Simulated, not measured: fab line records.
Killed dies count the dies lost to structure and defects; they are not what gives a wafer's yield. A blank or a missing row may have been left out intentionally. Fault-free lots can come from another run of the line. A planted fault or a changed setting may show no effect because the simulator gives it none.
Split-lot trial ; flow n5_finfet ; route with 1938 steps; 7 lots, 21 wafers read

== THE SPLIT ITSELF ==
At N5_PASSIVATION_ETCH_54 (etches SiO2 in CHF3/O2, target depth 880 nm, time 440 s), the setting bias_w was moved away from the recipe's 170 W on 6 of the 21 wafers read, by -15.3% to +14.2%. This setting was run at the recipe's value on the other wafers.

The reading comes from the split's own step.

== THE READING ==
rf_vpp_V, in V, at N5_PASSIVATION_ETCH_54 (etches SiO2 in CHF3/O2, target depth 880 nm, time 440 s). On this fab line, fault-free wafers typically give 522 V with a standard deviation of 5.9 V.

wafer;tool, chamber at the split;bias_w as run, W;against the recipe;rf_vpp_V, V;against lot-mates on the recipe
L075.3;rie_diel-01, 1;170;recipe;519;-
L075.5;rie_diel-01, 0;170;recipe;526;-
L075.6;rie_diel-01, 3;170;recipe;523;-
L085.1;rie_diel-01, 3;144;-15.3%;456;-68
L085.5;rie_diel-01, 3;170;recipe;522;-
L085.6;rie_diel-01, 0;170;recipe;525;-
L089.1;rie_diel-04, 2;170;recipe;518;-
L089.4;rie_diel-04, 1;191.5;+12.6%;564;+46
L089.6;rie_diel-04, 3;191.5;+12.6%;578;+60
L088.2;rie_diel-04, 2;170;recipe;516;-
L088.4;rie_diel-04, 3;170;recipe;524;-
L088.6;rie_diel-04, 1;170;recipe;511;-
L096.2;rie_diel-05, 3;170;recipe;536;-
L096.3;rie_diel-05, 0;194.1;+14.2%;580;+44
L096.6;rie_diel-05, 2;194.1;+14.2%;585;+49
L093.1;rie_diel-05, 0;170;recipe;523;-
L093.3;rie_diel-05, 1;170;recipe;522;-
L093.6;rie_diel-05, 0;156.2;-8.1%;488;-34
L095.2;rie_diel-05, 0;170;recipe;521;-
L095.5;rie_diel-05, 1;170;recipe;521;-
L095.6;rie_diel-05, 2;170;recipe;526;-

THE FIT
A straight line over all 21 wafers: rf_vpp_V changes by +4.16 V for each +1% of bias_w; r = +0.98; the points scatter about the line by 5.5 V.
The same after taking each lot's own level away (the mean of its wafers on the recipe; 21 wafers): +3.92 V for each +1%; r = +0.98; scatter 5 V.
The reading moves by 60 V for the largest change in bias_w, on that fit.
Measured against the standard deviation above, the lots' own levels, which go from 517.0 to 536.0 V, span 3.2 times it.
The two slopes are in agreement: the lot-to-lot level therefore moves the slope only a little.
Check: for one of the wafers moved furthest among these (-15.3%), held out of the fit, the line's prediction against its lot-mates is -57.6 V. It came out at -67.5 V against them.
Tool readings at the split's step, against how far the setting was moved: rf_vpp_V r = +0.98.

== ADDITIONAL SPLITS CARRIED BY THESE WAFERS ==
Note: prior to the reading, these wafers also went through further splits. Each is held against what the fit with the lots' levels taken away leaves over:
other split on the same wafers;wafers away from the commonest value;r with rf_vpp_V (lot level and that fit taken away)
N5_BEOL_M13_TRENCH_ETCH_34 time_s;2;+0.23
N5_BEOL_M14_EXPOSE_25 dose_mj;5;-0.09
N5_BEOL_M14_DEVELOP_27 develop_time_s;7;-0.03
N5_MIM_BOT_SPUTTER_00 time_s;5;-0.33
N5_PASSIVATION_ETCH_15 bias_w;4;-0.13
N5_PASSIVATION_PASS_ETCH_47 time_s;9;-0.21

== THE WHOLE CHAIN: every reading that the file lists as answering this split, in the file's order ==
step;what it does;reading;change (the file's fit);r (the file's)
N5_PASSIVATION_ETCH_54;etches SiO2 in CHF3/O2, target depth 880 nm, time 440 s;rf_vpp_V;+4.01 V for each +1% of the setting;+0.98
N5_PASSIVATION_ETCH_54;etches SiO2 in CHF3/O2, target depth 880 nm, time 440 s;PASSIVATION.feature_depth_nm (the simulator's own value, which no gauge read);+2.32 nm for each +1% of the setting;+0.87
N5_PASSIVATION_ETCH_54;etches SiO2 in CHF3/O2, target depth 880 nm, time 440 s;etch.depth_nm (the simulator's own value, which no gauge read);+2.32 nm for each +1% of the setting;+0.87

== THE FILE'S OWN FIT ==
rf_vpp_V changes by +4.01 V for each +1% of bias_w, r = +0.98.
